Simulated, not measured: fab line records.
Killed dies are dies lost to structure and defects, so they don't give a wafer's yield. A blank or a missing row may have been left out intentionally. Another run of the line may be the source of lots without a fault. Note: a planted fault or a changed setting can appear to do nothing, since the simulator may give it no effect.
fab line records	flow n5Finfet
record: lots: 6	wafers: 18	lastDay: 16
route steps=1938 shown WELL_APT@50 PMOS_HMC_CHANNEL_EPI@57 BEOL_M4@1111
lots untouched by any fault: they come from a run of this same line in which no faults occurred
startH: hours from the record's first day to the start of the lot's first wafer shown	waitH: how many hours have passed since the lot's step before this one	" identical to the entry in the row above	L1.1+2: a single row standing in for several wafers	- no value, or no start given	* or withheld: withheld	< > ~ a bound
route shown NAME@n: names a module that has steps shown in the file, with the first one's number in the route	usual: average and standard deviation across the fault-free wafers	same: alike in all rows	chamber/n: place in a boat	sites: per-site readings	_std_site: their standard deviation	_edge_site: inner sites' mean taken away from outer sites' mean	radiusMm: for every site, how far away it sits from the centre of the wafer	mask NAME#n: copy n	behind: the last tool/chamber to shape the wafer	hold: the reason the lot was held/the length of the hold in hours/how it ended	device: which transistor (n, p or np) failed to switch	end of line: tests run on the same wafers once the route is complete	a step without rows: its recipe alone	killed: dies that structure and defects cost at the first sort, which is not the same as the wafer's yield	map: a wafer's dies, x killed, . not, _ none there
set.NAME: the setting as run; set.NAME@STEP: as run at that earlier step	model.NAME: the simulator's own value behind a step, which no gauge read
certain route steps with their lots: each step a table, each wafer a row
services: from which hour (startH, from the record's first day; less than 0 if before it) a tool's chamber was out of use, for how many hours, and why
== steps ==
step: N5_WELL_APT_RTA_34
recipe: tempC: 1000	timeS: 10	ambient: N2	idleTempC: 600	rampUpCPerS: 150	rampDownCPerS: 60	coolToC: 600
usual: lampPowerPct: 13.00/0.056	lamp_zone_1_pct: 12.995/0.03	lamp_zone_5_pct: 12.996/0.026	wafer_temp_C_max: 1003.4/1
lot.wafer	tool	chamber	startH	waitH	lampPowerPct	lamp_zone_1_pct	lamp_zone_5_pct	wafer_temp_C_max
L220.3	rtpAnneal-02	0	28.09	0.1	12.99	13.005	13.022	1005.1
L220.5	"	0	"	"	12.94	12.930	12.984	1003.3
L220.6	"	0	"	"	13.07	12.980	12.963	1005.0
L227.1	rtpAnneal-02	0	69.66	0.0	13.00	12.913	13.023	1002.7
L227.3	"	0	"	"	12.98	12.952	12.967	1004.4
L227.4	"	0	"	"	12.94	12.976	13.011	1004.1
L230.4	rtpAnneal-02	0	89.45	0.1	12.96	13.003	13.018	1003.1
L230.5	"	0	"	"	12.94	12.979	12.991	1005.1
L230.6	"	0	"	"	12.94	12.998	13.012	1001.8
L231.2	rtpAnneal-01	0	93.68	0.0	12.98	13.038	12.989	1003.4
L231.4	"	0	"	"	12.98	13.012	12.961	1001.3
L231.6	"	0	"	"	12.99	12.989	13.022	1005.0
L233.3	rtpAnneal-02	0	105.69	0.1	13.02	12.936	12.976	1003.1
L233.4	"	0	"	"	13.05	12.974	12.955	1003.4
L233.6	"	0	"	"	13.02	13.014	13.010	1004.3
L238.1	rtpAnneal-01	0	136.05	0.3	13.10	13.004	13.002	1003.6
L238.4	"	0	"	"	12.98	13.022	12.986	1003.7
L238.6	"	0	"	"	12.93	12.970	13.017	1005.5
step: N5_WELL_APT_OXIDE_STRIP_42
recipe: chemistry: dHF	dilution: 25:1	timeS: 45	tempC: 25	target: SiO2	targetDepthA: 120
step: N5_WELL_APT_PRECLEAN_36
recipe: chemistry: O3/DIW	timeS: 45	tempC: 22	o3Ppm: 10
step: N5_WELL_APT_PRECLEAN_39
recipe: chemistry: dHF	timeS: 60	dilution: 150:1	tempC: 25
step: N5_WELL_APT_SRD_37
recipe: dry: ipaMarangoni	doPpb: 5	timeS: 30	tempC: 23	rinseLiquid: diw
step: N5_WELL_APT_EPI_41
recipe: material: Si	targetThkA: 500	tempC: 650	precursor: SiH4/H2	pressureTorr: 20	timeS: 297.7
usual: chamberPressureTorr: 20.00/0.049	throttleValvePct: 11.1/0.31
lot.wafer	tool	chamber	startH	waitH	chamberPressureTorr	throttleValvePct
L220.3	epiRpcvd-03	0	28.49	0.2	20.04	11.4
L220.5	"	0	"	"	19.91	11.5
L220.6	"	0	"	"	19.99	11.6
L227.1	epiRpcvd-01	0	69.90	0.0	20.04	11.3
L227.3	"	0	"	"	20.08	11.1
L227.4	"	0	"	"	19.99	11.0
L230.4	epiRpcvd-03	0	89.92	0.3	19.99	11.7
L230.5	"	0	"	"	19.89	11.3
L230.6	"	0	"	"	19.96	11.2
L231.2	epiRpcvd-02	0	94.00	0.1	20.02	10.5
L231.4	"	0	"	"	20.00	10.8
L231.6	"	0	"	"	20.07	10.5
L233.3	epiRpcvd-01	0	106.09	0.2	20.00	11.1
L233.4	"	0	"	"	20.04	11.2
L233.6	"	0	"	"	20.03	11.2
L238.1	epiRpcvd-02	0	136.30	0.0	19.93	10.3
L238.4	"	0	"	"	20.02	10.6
L238.6	"	0	"	"	20.00	10.5
step: N5_WELL_APT_INSPECT_38
recipe: inspectInstrument: darkfield	mode: postEpi
usual: rawDefectCount: 13/4.5
lot.wafer	tool	chamber	startH	waitH	rawDefectCount
L220.3	defectInspect-02	-	28.92	0.3	16
L220.5	"	-	"	"	15
L220.6	"	-	"	"	18
L227.1	defectInspect-01	-	70.73	0.7	19
L227.3	"	-	"	"	4
L227.4	"	-	"	"	10
L230.4	defectInspect-01	-	90.26	0.2	11
L230.5	"	-	"	"	13
L230.6	"	-	"	"	9
L231.2	defectInspect-02	-	94.53	0.4	18
L231.4	"	-	"	"	25
L231.6	"	-	"	"	10
L233.3	defectInspect-02	-	106.53	0.3	15
L233.4	"	-	"	"	13
L233.6	"	-	"	"	7
L238.1	defectInspect-02	-	136.95	0.5	14
L238.4	"	-	"	"	11
L238.6	"	-	"	"	8
step: N5_PMOS_HMC_CHANNEL_EPI_HM_DEP_34
recipe: material: SiO2	targetThkA: 360	tempC: 400	precursor: TEOS/O2	pressureTorr: 6.5	rfW: 900	teosFlowSccm: 161.4	gas: O2	flowSccm: 2650	timeS: 6.9
usual: chamberPressureTorr: 6.500/0.014	heaterPowerOuterW: 322/74	heaterPowerW: 572/90	showerheadPlenumPTorr: 8.35/0.032	throttleValvePct: 19.0/1.1
lot.wafer	tool	chamber	startH	waitH	chamberPressureTorr	heaterPowerOuterW	heaterPowerW	showerheadPlenumPTorr	throttleValvePct
L220.3	pecvd-03	0	28.96	0.0	6.526	412	689	8.34	18.9
L220.5	"	1	"	"	6.485	385	608	8.40	18.6
L220.6	"	2	"	"	6.503	371	691	8.30	17.8
L227.1	pecvd-01	2	70.77	0.0	6.494	302	574	8.37	21.1
L227.3	"	0	"	"	6.478	360	643	8.32	19.9
L227.4	"	1	"	"	6.489	257	506	8.29	19.6
L230.4	pecvd-03	0	90.31	0.0	6.497	360	633	8.35	18.9
L230.5	"	1	"	"	6.501	363	554	8.41	18.7
L230.6	"	2	"	"	6.515	346	627	8.30	18.0
L231.2	pecvd-02	0	94.57	0.0	6.497	434	660	8.36	19.1
L231.4	"	2	"	"	6.513	249	456	8.35	17.2
L231.6	"	0	"	"	6.482	443	665	8.36	18.9
L233.3	pecvd-01	0	106.56	0.0	6.491	338	620	8.33	19.9
L233.4	"	2	"	"	6.488	220	466	8.35	20.8
L233.6	"	0	"	"	6.491	333	624	8.33	20.0
L238.1	pecvd-03	2	136.99	0.0	6.503	287	556	8.31	18.2
L238.4	"	1	"	"	6.513	319	524	8.42	18.6
L238.6	"	2	"	"	6.503	287	555	8.31	18.0
step: N5_PMOS_HMC_CHANNEL_EPI_COAT_31
recipe: resist: BARC	tempC: 205	timeS: 60	spinRpm: 1500	resistThkNm: 66
step: N5_PMOS_HMC_CHANNEL_EPI_COAT_03
recipe: resist: CAR-ArF-block	spinRpm: 1500	resistThkNm: 205
step: N5_PMOS_HMC_CHANNEL_EPI_EBR_05
recipe: solvent: PGMEA	ebrWidthMm: 1.5
step: N5_PMOS_HMC_CHANNEL_EPI_SOFTBAKE_04
recipe: tempC: 110	timeS: 60	resist: CAR-ArF-block
step: N5_PMOS_HMC_CHANNEL_EPI_EXPOSE_06
recipe: maskId: PMOS_HMC_BLK	na: 1.35	sourceShape: conventional	sigmaOuter: 0.8	polarization: unpolarized	targetCdNm: 240	doseMj: 41
usual: exposureDoseMJCm2: 40.97/0.049
lot.wafer	tool	chamber	startH	waitH	mask	exposureDoseMJCm2
L220.3	arfiScanner-03	0	29.13	-	PMOS_HMC_BLK#0	40.99
L220.5	"	0	"	"	PMOS_HMC_BLK#0	40.97
L220.6	"	0	"	"	PMOS_HMC_BLK#0	41.02
L227.1	arfiScanner-02	0	71.05	-	PMOS_HMC_BLK#0	41.03
L227.3	"	0	"	"	PMOS_HMC_BLK#0	40.96
L227.4	"	0	"	"	PMOS_HMC_BLK#0	41.03
L230.4	arfiScanner-03	0	90.59	-	PMOS_HMC_BLK#0	40.33
L230.5	"	0	"	"	PMOS_HMC_BLK#0	40.32
L230.6	"	0	"	"	PMOS_HMC_BLK#0	40.28
L231.2	arfiScanner-03	0	94.73	-	PMOS_HMC_BLK#0	40.35
L231.4	"	0	"	"	PMOS_HMC_BLK#0	40.29
L231.6	"	0	"	"	PMOS_HMC_BLK#0	40.34
L233.3	arfiScanner-01	0	106.85	-	PMOS_HMC_BLK#0	40.98
L233.4	"	0	"	"	PMOS_HMC_BLK#0	40.96
L233.6	"	0	"	"	PMOS_HMC_BLK#0	41.00
L238.1	arfiScanner-01	0	137.27	-	PMOS_HMC_BLK#0	40.94
L238.4	"	0	"	"	PMOS_HMC_BLK#0	40.92
L238.6	"	0	"	"	PMOS_HMC_BLK#0	40.97
step: N5_PMOS_HMC_CHANNEL_EPI_PEB_07
recipe: pebTempC: 110	pebTimeS: 60	resist: CAR-ArF-block
step: N5_PMOS_HMC_CHANNEL_EPI_DEVELOP_08
recipe: developTimeS: 30	developer: TMAH	resist: CAR-ArF-block	devTempC: 23	rinseLiquid: diw	dry: airSpin
step: N5_PMOS_HMC_CHANNEL_EPI_CD_MEAS_09
recipe: targetCdNm: 237.4	landingEnergyEv: 500	detector: seInlens
usual: cdNm: 237.1/0.76
lot.wafer	tool	chamber	startH	waitH	cdNm
L220.3	cdSem-02	0	29.24	-	237.8
L220.5	"	0	"	"	236.2
L220.6	"	0	"	"	237.4
L227.1	cdSem-01	0	71.17	-	237.1
L227.3	"	0	"	"	237.2
L227.4	"	0	"	"	237.2
L230.4	cdSem-03	0	90.71	-	234.5
L230.5	"	0	"	"	234.9
L230.6	"	0	"	"	235.1
L231.2	cdSem-03	0	94.85	-	236.0
L231.4	"	0	"	"	235.5
L231.6	"	0	"	"	235.8
L233.3	cdSem-02	0	106.97	-	238.7
L233.4	"	0	"	"	236.8
L233.6	"	0	"	"	238.5
L238.1	cdSem-02	0	137.39	-	237.2
L238.4	"	0	"	"	237.1
L238.6	"	0	"	"	237.3
step: N5_PMOS_HMC_CHANNEL_EPI_OVL_MEAS_10
recipe: pointsPerWafer: 44
usual: PMOS_HMC_BLK_OVL: -0.3/0.83
lot.wafer	tool	chamber	startH	waitH	PMOS_HMC_BLK_OVL[nm]
L220.3	overlay-02	0	29.27	0.0	0.3
L220.5	"	0	"	"	0.1
L220.6	"	0	"	"	-1.8
L227.1	overlay-02	0	71.20	0.0	-0.6
L227.3	"	0	"	"	-0.5
L227.4	"	0	"	"	0.2
L230.4	overlay-02	0	90.73	0.0	0.3
L230.5	"	0	"	"	-0.5
L230.6	"	0	"	"	0.8
L231.2	overlay-01	0	94.88	0.0	0.8
L231.4	"	0	"	"	-0.1
L231.6	"	0	"	"	-0.6
L233.3	overlay-01	0	107.00	0.0	0.6
L233.4	"	0	"	"	0.2
L233.6	"	0	"	"	1.0
L238.1	overlay-01	0	137.42	0.0	0.9
L238.4	"	0	"	"	0.8
L238.6	"	0	"	"	1.9
step: N5_PMOS_HMC_CHANNEL_EPI_INSPECT_11
recipe: mode: adi	inspectInstrument: macro
usual: rawDefectCount: 1.8/1.3
lot.wafer	tool	chamber	startH	waitH	rawDefectCount
L220.3	defectInspect-02	-	29.30	0.0	4
L220.5	"	-	"	"	3
L220.6	"	-	"	"	0
L227.1	defectInspect-02	-	71.23	0.0	4
L227.3	"	-	"	"	2
L227.4	"	-	"	"	1
L230.4	defectInspect-02	-	90.76	0.0	2
L230.5	"	-	"	"	3
L230.6	"	-	"	"	1
L231.2	defectInspect-01	-	94.90	0.0	0
L231.4	"	-	"	"	0
L231.6	"	-	"	"	2
L233.3	defectInspect-02	-	107.02	0.0	3
L233.4	"	-	"	"	4
L233.6	"	-	"	"	2
L238.1	defectInspect-01	-	137.44	0.0	3
L238.4	"	-	"	"	3
L238.6	"	-	"	"	0
step: N5_PMOS_HMC_CHANNEL_EPI_DESCUM_14
recipe: chemistry: O2	timeS: 7.9	sourcePowerW: 50	biasPowerW: 20	pressureMtorr: 20	rfFrequencyHz: 2.712e+07	tempC: 40	resist: CAR-ArF-block	o2FlowSccm: 225
usual: drypumpMotorCurrentA: 5.6/0.42	oesProductAu: 0.82/0.1	rfVppV: 243.4/1.4	showerheadPlenumPTorr: 2.11/0.084	throttleValvePct: 20.45/0.21
lot.wafer	tool	chamber	startH	waitH	drypumpMotorCurrentA	oesProductAu	rfHoursCounterH	rfVppV	showerheadPlenumPTorr	throttleValvePct	model.PMOS_HMC_CHANNEL_EPI.cdNm
L220.3	rieDiel-04	0	29.48	0.2	5.8	0.71	199	243.0	2.15	20.48	237.9
L220.5	"	1	"	"	5.7	0.90	-	242.8	2.05	20.08	236.8
L220.6	"	0	"	"	5.8	0.71	-	243.1	2.15	20.47	237.4
L227.1	rieDiel-03	2	71.26	0.0	5.4	0.86	53	244.5	2.22	20.69	237.4
L227.3	"	1	"	"	5.9	0.94	8	243.7	2.14	20.30	237.4
L227.4	"	0	"	"	5.2	0.72	203	241.2	1.99	20.63	237.1
L230.4	rieDiel-03	3	90.79	0.0	4.7	0.91	23	243.1	2.05	20.56	234.2
L230.5	"	2	"	"	5.4	0.86	-	245.0	2.22	20.70	235
L230.6	"	3	"	"	4.8	0.91	-	242.8	2.04	20.57	234.9
L231.2	rieDiel-01	3	94.94	0.0	5.4	0.94	17	242.6	2.14	20.32	235.9
L231.4	"	2	"	"	5.6	0.70	220	243.5	2.07	20.55	235.3
L231.6	"	0	"	"	5.1	0.90	-	244.2	2.24	20.42	235.5
L233.3	rieDiel-03	3	107.05	0.0	4.7	0.89	28	240.6	2.04	20.56	238.8
L233.4	"	0	"	"	5.2	0.71	213	242.2	1.99	20.68	236.7
L233.6	"	2	"	"	5.4	0.85	-	245.5	2.22	20.72	238.1
L238.1	rieDiel-04	3	137.48	0.0	6.5	0.72	202	240.9	1.99	20.53	237.5
L238.4	"	0	"	"	5.8	0.69	231	245.1	2.14	20.54	237.4
L238.6	"	1	"	"	5.7	0.85	-	243.4	2.04	20.12	237.2
step: N5_PMOS_HMC_CHANNEL_EPI_ETCH_32
recipe: chemistry: N2/H2	target: BARC	stopOn: SiO2	targetDepthA: 858	overEtchFrac: 0.3	timeS: 50.3	ionEnergyEv: 200	maskMaterial: CAR-ArF-block	pressureMtorr: 30	sourceW: 840	biasW: 150	n2FlowSccm: 200	h2FlowSccm: 200
usual: drypumpMotorCurrentA: 5.6/0.42	n2FlowSccm: 200.1/0.6	oesProductAu: 0.70/0.085	rfVppV: 524.4/2.8	showerheadPlenumPTorr: 2.56/0.099	throttleValvePct: 17.87/0.21
lot.wafer	tool	chamber	startH	waitH	drypumpMotorCurrentA	n2FlowSccm	oesProductAu	rfHoursCounterH	rfVppV	showerheadPlenumPTorr	throttleValvePct
L220.3	rieDiel-04	0	29.52	0.0	5.8	199.7	0.61	199	525.6	2.63	17.97
L220.5	"	1	"	"	5.7	199.7	0.75	-	520.9	2.49	17.54
L220.6	"	0	"	"	5.8	201.0	0.60	-	527.0	2.63	17.96
L227.1	rieDiel-03	2	71.30	0.0	5.4	200.0	0.74	53	527.6	2.69	18.07
L227.3	"	1	"	"	5.9	199.3	0.80	8	525.1	2.59	17.66
L227.4	"	0	"	"	5.3	199.3	0.62	203	521.1	2.42	18.04
L230.4	rieDiel-03	3	90.82	0.0	4.7	199.9	0.77	23	523.4	2.49	17.96
L230.5	"	2	"	"	5.4	200.0	0.73	-	528.9	2.69	18.09
L230.6	"	3	"	"	4.7	199.4	0.77	-	524.0	2.49	17.95
L231.2	rieDiel-01	3	94.97	0.0	5.4	199.7	0.78	17	524.3	2.60	17.71
L231.4	"	2	"	"	5.6	199.6	0.60	220	523.2	2.52	18.08
L231.6	"	0	"	"	5.1	199.6	0.77	-	527.8	2.71	17.91
L233.3	rieDiel-03	3	107.09	0.0	4.7	199.8	0.77	28	522.5	2.49	17.98
L233.4	"	0	"	"	5.3	199.5	0.61	213	520.1	2.42	18.07
L233.6	"	2	"	"	5.4	201.0	0.73	-	528.7	2.69	18.09
L238.1	rieDiel-04	3	137.51	0.0	6.5	199.6	0.62	202	520.6	2.41	17.92
L238.4	"	0	"	"	5.8	199.8	0.59	231	525.2	2.61	18.05
L238.6	"	1	"	"	5.8	200.9	0.73	-	521.8	2.48	17.57
step: N5_BEOL_M4_RC_MEAS_101
usual: DIBL_N: 36.4/1.3	DIBL_P: 36.5/1.7	IOFF_N: 0.154/0.022	IOFF_P: 0.202/0.025	ION_N: 671/9.8	ION_P: 460/6.8	SS_N: 71.6/0.54	SS_P: 73.4/0.58	VT_N: 250.9/2.8	VT_P: -251.4/2.7
lot.wafer	tool	chamber	startH	waitH	DIBL_N[mV/V]	DIBL_P[mV/V]	IOFF_N[nA/um]	IOFF_P[nA/um]	ION_N[uA/um]	ION_P[uA/um]	SS_N[mV/dec]	SS_P[mV/dec]	VT_N[mV]	VT_P[mV]
L220.3	prober-02	0	175.91	0.3	38.6	38.6	0.195	0.227	683	461	72.3	74.1	248.4	-252.8
L220.5	"	0	"	"	36.7	36.6	0.159	0.193	674	454	71.5	73.1	252.6	-253.6
L220.6	"	0	"	"	35.7	35.6	0.140	0.183	666	453	71.4	73.6	252.6	-255.7
L227.1	prober-01	0	224.24	0.0	37.1	38.2	0.170	0.210	677	459	72.1	73.5	248.3	-252.3
L227.3	"	0	"	"	37.0	38.3	0.168	0.211	666	455	72.5	73.1	251.1	-252.3
L227.4	"	0	"	"	35.2	36.1	0.137	0.183	666	459	71.1	72.8	250.0	-251.6
L230.4	prober-01	0	230.69	0.5	36.0	38.9	0.155	0.192	670	460	71.8	73.2	251.3	-252.9
L230.5	"	0	"	"	34.5	37.5	0.130	0.163	668	451	71.6	72.3	254.5	-258.2
L230.6	"	0	"	"	36.3	39.3	0.157	0.190	675	461	71.5	73.4	250.8	-253.5
L231.2	prober-02	0	230.87	0.2	34.9	35.0	0.146	0.184	671	459	71.5	73.1	250.8	-252.2
L231.4	"	0	"	"	35.0	35.3	0.145	0.196	675	461	71.7	72.9	252.1	-251.9
L231.6	"	0	"	"	33.7	33.4	0.126	0.169	684	464	71.1	72.0	252.2	-252.1
L233.3	prober-01	0	261.55	0.3	38.4	39.2	0.214	0.277	691	468	72.1	74.0	245.4	-247.7
L233.4	"	0	"	"	36.5	35.6	0.162	0.218	676	462	71.5	72.8	249.8	-249.8
L233.6	"	0	"	"	35.8	35.1	0.151	0.196	667	457	71.7	73.3	250.2	-249.2
L238.1	prober-01	0	295.71	0.0	37.2	37.3	0.181	0.229	686	466	71.5	74.3	246.2	-252.0
L238.4	"	0	"	"	37.4	36.9	0.176	0.230	676	461	72.2	74.3	249.3	-249.1
L238.6	"	0	"	"	37.0	36.0	0.167	0.210	672	453	71.8	73.7	251.2	-250.0
== services ==
tool	chamber	startH	hours	kind
arfiScanner-03	-	11.93	0.3	repair
rieDiel-03	0	17.93	3.8	repair
arfiScanner-03	-	22.95	3.1	pm
arfiScanner-01	-	30.45	1.0	pm
pecvd-03	-	36.11	0.6	repair
rieDiel-01	3	44.83	2.5	repair
arfiScanner-02	-	48.32	1.0	pm
arfiScanner-03	-	49.45	1.3	pm
arfiScanner-03	-	78.96	1.0	pm
pecvd-03	-	84.18	0.7	repair
rieDiel-04	1	89.19	5.1	repair
arfiScanner-01	-	90.73	0.8	pm
arfiScanner-01	-	94.72	0.3	repair
rieDiel-01	0	102.36	22.0	repair
epiRpcvd-02	-	104.08	27.2	pm
arfiScanner-01	-	104.65	0.4	repair
rieDiel-04	1	105.96	14.5	repair
arfiScanner-03	-	111.17	0.8	pm
pecvd-03	-	113.55	1.0	repair
arfiScanner-01	-	115.63	1.3	pm
pecvd-03	1	117.22	11.6	repair
rieDiel-04	3	120.72	9.8	repair
pecvd-01	-	137.43	2.8	pm
arfiScanner-01	-	137.50	1.9	repair
== key ==
firstSign: step: N5_PMOS_HMC_CHANNEL_EPI_EXPOSE_06	reading: exposureDoseMJCm2	direction: down	sigmas: 13	usual: 40.97	struck: 40.31
effect: step: N5_PMOS_HMC_CHANNEL_EPI_CD_MEAS_09	reading: cdNm	direction: down	sigmas: 2.4	usual: 237.1	struck: 235.3	through: controlLoop
modelEffect: step: N5_PMOS_HMC_CHANNEL_EPI_DESCUM_14	value: PMOS_HMC_CHANNEL_EPI.cdNm	without: 236.4	struck: 235.1
metAt N5_PMOS_HMC_CHANNEL_EPI_EXPOSE_06
struckWafers L230.4,L230.5,L230.6,L231.2,L231.4,L231.6
loopTrim: step: N5_PMOS_HMC_CHANNEL_EPI_EXPOSE_06	setting: dose	lots: L231
onsetBetween 29.13 90.59
fault: kind: processParameterDrift	tool: arfiScanner-03	chamber: -	onsetH: 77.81	steps: N5_PMOS_HMC_CHANNEL_EPI_EXPOSE_06	channel: doseMj	offset: -0.70432	shape: step	actsIn: theseRecipesOnly	stated: 41
loopTrim: a control loop set the setting to another value than it would have without faults
